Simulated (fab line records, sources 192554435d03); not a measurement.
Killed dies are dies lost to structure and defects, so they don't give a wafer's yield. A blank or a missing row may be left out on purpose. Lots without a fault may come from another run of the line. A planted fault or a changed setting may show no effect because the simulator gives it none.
Chamber matching | flow n5_finfet | N5_DUMMY_GATE_STRIP_41 on rie_diel-05: 4 sister chambers
The step strips in O2. 27 wafers are shown with their chamber, then 12 later ones without.

WAFERS WITH THEIR CHAMBER
wafer  | chamber | drypump_motor_current_A (A) | showerhead_plenum_p_Torr (Torr) | oes_product_au (a.u.)
L074.2 | 3       | 6.3                         | 2.04                            | 0.84
L074.3 | 2       | 6.5                         | 2.08                            | 0.68
L074.6 | 3       | 6.3                         | 2.04                            | 0.84
L075.1 | 0       | 5.5                         | 2.17                            | 0.73
L075.2 | 3       | 6.4                         | 2.04                            | 0.83
L075.3 | 1       | 5.6                         | 2.04                            | 0.80
L075.4 | 1       | 5.6                         | 2.04                            | 0.81
L075.5 | 0       | 5.4                         | 2.17                            | 0.73
L075.6 | 3       | 6.3                         | 2.04                            | 0.84
L076.1 | 3       | 6.3                         | 2.04                            | 0.84
L076.4 | 3       | 6.3                         | 2.04                            | 0.83
L076.6 | 1       | 5.6                         | 2.04                            | 0.81
L081.1 | 3       | 6.3                         | 2.04                            | 0.83
L081.3 | 1       | 5.6                         | 2.03                            | 0.80
L081.5 | 1       | 5.6                         | 2.03                            | 0.81
L084.3 | 0       | 5.5                         | 2.16                            | 0.72
L084.4 | 3       | 6.3                         | 2.03                            | 0.83
L084.5 | 3       | 6.4                         | 2.03                            | 0.81
L085.1 | 3       | 6.3                         | 2.03                            | 0.82
L085.4 | 0       | 5.5                         | 2.16                            | 0.72
L085.5 | 1       | 5.6                         | 2.03                            | 0.79
L087.3 | 2       | 6.5                         | 2.07                            | 0.94
L087.4 | 3       | 6.3                         | 2.03                            | 0.81
L087.6 | 3       | 6.3                         | 2.03                            | 0.81
L088.2 | 0       | 5.4                         | 2.16                            | 0.71
L088.3 | 2       | 6.5                         | 2.07                            | 0.94
L088.5 | 2       | 6.5                         | 2.07                            | 0.94

SIGNATURES (means of the wafers above)
reading                  | chamber 0 | chamber 1 | chamber 2 | chamber 3 | scatter within a chamber
drypump_motor_current_A  | 5.460     | 5.600     | 6.500     | 6.317     | 0.0353
showerhead_plenum_p_Torr | 2.1640    | 2.0350    | 2.0725    | 2.0358    | 0.00526
oes_product_au           | 0.7220    | 0.8033    | 0.8750    | 0.8275    | 0.048
Rule: a wafer's distance from a chamber is the root of the sum, over the readings, of the square of ((its reading less the chamber's mean) divided by the reading's scatter). The wafer belongs to the nearest chamber; if the next one is less than 2 further off, it can't be placed. The scatter: the root of (the sum of the squares of (reading less its chamber's mean) over the shown wafers, divided by (wafers less chambers)).

WAFERS WITHOUT THEIR CHAMBER
wafer  | drypump_motor_current_A (A) | showerhead_plenum_p_Torr (Torr) | oes_product_au (a.u.)
L089.1 | 6.5                         | 2.07                            | 0.93
L089.2 | 5.4                         | 2.16                            | 0.72
L089.3 | 5.6                         | 2.03                            | 0.79
L089.4 | 6.3                         | 2.03                            | 0.81
L089.5 | 6.4                         | 2.03                            | 0.81
L089.6 | 5.4                         | 2.16                            | 0.72
L092.2 | 6.4                         | 2.07                            | 0.93
L092.4 | 6.4                         | 2.03                            | 0.81
L092.6 | 5.6                         | 2.03                            | 0.78
L093.2 | 6.5                         | 2.07                            | 0.93
L093.5 | 5.5                         | 2.16                            | 0.72
L093.6 | 5.6                         | 2.03                            | 0.79

WHICH CHAMBER EACH WENT THROUGH
wafer  | from the rows above | in truth
L089.1 | 2                   | 2
L089.2 | 0                   | 0
L089.3 | 1                   | 1
L089.4 | 3                   | 3
L089.5 | 3                   | 3
L089.6 | 0                   | 0
L092.2 | 2                   | 2
L092.4 | 3                   | 3
L092.6 | 1                   | 1
L093.2 | 2                   | 2
L093.5 | 0                   | 0
L093.6 | 1                   | 1
Placed correctly: 12 of 12. Can't be placed from these rows: 0. Placed wrongly: 0.
